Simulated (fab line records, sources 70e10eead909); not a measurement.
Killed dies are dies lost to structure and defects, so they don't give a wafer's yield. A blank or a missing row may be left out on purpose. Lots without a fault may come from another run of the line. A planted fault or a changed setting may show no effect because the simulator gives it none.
A struck lot beside a sound one | flow nand_harc | 15 steps out of a route of 1302
Sound: wafers L379.2, L379.4, L379.5. Struck: wafers L376.1, L376.4, L376.6. The cause comes at the end.
At each step with rows: each side's tool, then ch and its chambers, then its first start. Under that, the readings that differ: sound wafers | struck wafers | difference of the means | sigmas: that difference in standard deviations of wafers without a fault.
alike: readings whose means differ by less than 2 such deviations, and words and numbers that are the same on both sides. not compared: withheld readings, readings that some wafer has no value for, bounds like >300 that may hide the same value, and numbers for which the record gives no deviation and whose values overlap.
The two part at a step that has a row with sigmas, a row that says differs or no value, or rows on one side only. Numbers that don't overlap but have no deviation are shown without sigmas and don't part them. A reading that every wafer of one side lacks parts them only if that side has two wafers or more.

first, 8 steps without rows for these wafers: NHARC_A_CHANNEL_HOLE_D1_COAT_36 (time 75 s); NHARC_A_CHANNEL_HOLE_D1_COAT_37 (time 65 s); NHARC_A_CHANNEL_HOLE_D1_COAT_04 (resist thk 90 nm); NHARC_A_CHANNEL_HOLE_D1_SOFTBAKE_05 (time 55 s); NHARC_A_CHANNEL_HOLE_D1_EBR_06; NHARC_A_CHANNEL_HOLE_D1_EXPOSE_07 (exposes mask HOLE D1, target cd 100 nm); NHARC_A_CHANNEL_HOLE_D1_PEB_08 (peb time 65 s); NHARC_A_CHANNEL_HOLE_D1_DEVELOP_09 (develop time 35 s).
NHARC_A_CHANNEL_HOLE_D1_CD_MEAS_10: target cd 100 nm.
  sound on cd_sem-02 ch 0, day 14 10:40; struck on cd_sem-01 ch 0, day 13 03:09
  alike: cd_nm
NHARC_A_CHANNEL_HOLE_D1_OVL_MEAS_11:
  sound on overlay-01, day 14 10:46; struck on overlay-01, day 13 03:14
  alike: overlay_x_nm, overlay_y_nm
NHARC_A_CHANNEL_HOLE_D1_INSPECT_12:
  sound on defect_inspect-01, day 14 10:48; struck on defect_inspect-01, day 13 03:17
  alike: raw_defect_count
NHARC_A_CHANNEL_HOLE_D1_DESCUM_15: chemistry O2, time 3 s.
  sound on rie_diel-05 ch 0,1,2, day 14 10:52; struck on rie_diel-11 ch 0,3, day 13 03:20
  alike: drypump_motor_current_A, oes_product_au, rf_vpp_V, showerhead_plenum_p_Torr, throttle_valve_pct
  not compared: rf_hours_counter_h
NHARC_A_CHANNEL_HOLE_D1_ETCH_38: etches the open film in CF4, target depth 39 nm, time 65 s.
  sound on rie_diel-05 ch 1,2, day 14 10:57; struck on rie_diel-11 ch 1,2,3, day 13 03:25
  reading               | sound             | struck            | difference | sigmas
  oes_product_au (a.u.) | 0.989 1.005 0.980 | 0.854 0.849 0.854 | -0.139     | -11
  alike: drypump_motor_current_A, rf_vpp_V, showerhead_plenum_p_Torr, throttle_valve_pct
  not compared: rf_hours_counter_h
NHARC_A_CHANNEL_HOLE_D1_ETCH_39: etches the open film in N2/H2, target depth 260 nm, time 325 s.
  sound on rie_diel-05 ch 1,2; struck on rie_diel-11 ch 1,2
  alike: drypump_motor_current_A, oes_product_au, rf_vpp_V, showerhead_plenum_p_Torr, throttle_valve_pct
  not compared: rf_hours_counter_h
-- the record jumps here: 16 days lie between the struck wafers' starts before and after (it left off in module A_CHANNEL_HOLE_D1 and takes up again in module END, whose first step shown is number 1302 of the route) --
NHARC_END_SORT_01:
  the record has rows for the struck wafers here (prober-01 ch 0, day 28 18:58) and none for the sound ones

WHERE THEY PART
First at NHARC_A_CHANNEL_HOLE_D1_ETCH_38; last, within this record, at NHARC_END_SORT_01.

WHY: what the simulator had put in
Process parameter drift: rie_diel-11, from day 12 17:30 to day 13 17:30, at NHARC_A_CHANNEL_HOLE_D1_ETCH_38. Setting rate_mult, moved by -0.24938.
